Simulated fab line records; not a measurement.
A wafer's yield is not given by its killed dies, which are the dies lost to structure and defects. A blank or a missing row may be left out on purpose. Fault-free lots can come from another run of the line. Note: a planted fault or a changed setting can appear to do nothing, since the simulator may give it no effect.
A lot that was struck, set against a sound lot    flow nandHarc    15 out of 1302 route steps
Sound: these wafers, L266.2, L266.3, L266.4. Wafers L275.3, L275.4, L275.6 were the ones struck. At the end, the cause is stated.
Order at every step that has rows: each side's tool, ch and its chambers, its first start. Under that, the readings that differ: sound wafers    struck wafers    difference of the means    sigmas: that difference in standard deviations of wafers without a fault.
alike: same words and numbers on both sides, and readings whose means sit less than 2 such deviations apart. not compared: any withheld reading, any reading some wafer has no value for, any bound like >300 that may hide the same value, and any number with overlapping values for which the record gives no deviation.
Wherever a step has rows on one side only, a row that says differs or no value, or a row with sigmas, the two part there. When numbers do not overlap yet have no deviation, they are printed without sigmas and do not part them. Lack of a reading on every wafer of one side parts them only where that side has two or more wafers.

first, 8 steps without rows for these wafers: NHARC_A_SGD_CUT_COAT_56 (time 75 s); NHARC_A_SGD_CUT_COAT_57 (time 65 s); NHARC_A_SGD_CUT_COAT_03 (resist thk 90 nm); NHARC_A_SGD_CUT_SOFTBAKE_04 (time 55 s); NHARC_A_SGD_CUT_EBR_05; NHARC_A_SGD_CUT_EXPOSE_06 (exposes mask SGD); NHARC_A_SGD_CUT_PEB_07 (peb time 65 s); NHARC_A_SGD_CUT_DEVELOP_08 (develop time 35 s).
NHARC_A_SGD_CUT_CD_MEAS_09: target cd 100 nm.
  sound on cdSem-01 ch 0, day 21 15:18; struck on cdSem-03 ch 0, day 23 17:48
  alike: cdNm
NHARC_A_SGD_CUT_OVL_MEAS_10:
  sound on overlay-02 at day 21 15:23; struck on overlay-02 at day 23 17:53
reading          sound        struck          difference  sigmas
overlayYNm (nm)  1.1 1.4 1.2  -1.0 -0.6 -0.5  -1.9        -3
  alike: overlayXNm
NHARC_A_SGD_CUT_INSPECT_11:
  sound on defectInspect-02 at day 21 15:25; struck on defectInspect-02 at day 23 17:55
  alike: rawDefectCount
NHARC_A_SGD_CUT_DESCUM_14: chemistry O2, time 3 s.
  sound on rieDiel-10 ch 1,2,3, day 21 15:29; struck on rieDiel-01 ch 1,2,3, day 23 17:59
  alike: drypumpMotorCurrentA, o2FlowSccm, oesProductAu, rfVppV, showerheadPlenumPTorr, throttleValvePct
  not compared: rfHoursCounterH
NHARC_A_SGD_CUT_ETCH_58: etches the open film in CF4, target depth 39 nm, time 65 s.
  sound on rieDiel-10 ch 1,2,3, day 21 15:34; struck on rieDiel-01 ch 0,1,2, day 23 18:04
  no value came back on the struck wafers for any of 9 readings (biasW (W), cf4FlowSccm (sccm) and others); on the sound wafers biasW (W) reads 99.72 100.24 100.04
NHARC_A_SGD_CUT_ETCH_59: etches the open film in N2/H2, target depth 260 nm, time 406.25 s.
  sound on rieDiel-10 ch 0,1,3; struck on rieDiel-01 ch 0,2, day 23 18:09
  alike: biasW, chamberPressureMTorr, drypumpMotorCurrentA, oesProductAu, rfFwdPowerW, rfVppV, showerheadPlenumPTorr, throttleValvePct
  not compared: rfHoursCounterH
-- break in the record here, with 5 days between the starts of the struck wafers on either side (left off in module A_SGD_CUT, picked up again in module END, where the first step shown is number 1302 on the route) --
NHARC_END_SORT_01:
  at this point the record logs the struck wafers (prober-02 ch 0, day 29 03:02) and has no rows for the sound ones

## WHERE THEY PART
Last at NHARC_END_SORT_01 as far as this record goes, first at NHARC_A_SGD_CUT_OVL_MEAS_10.

WHY: what had been put in by the simulator
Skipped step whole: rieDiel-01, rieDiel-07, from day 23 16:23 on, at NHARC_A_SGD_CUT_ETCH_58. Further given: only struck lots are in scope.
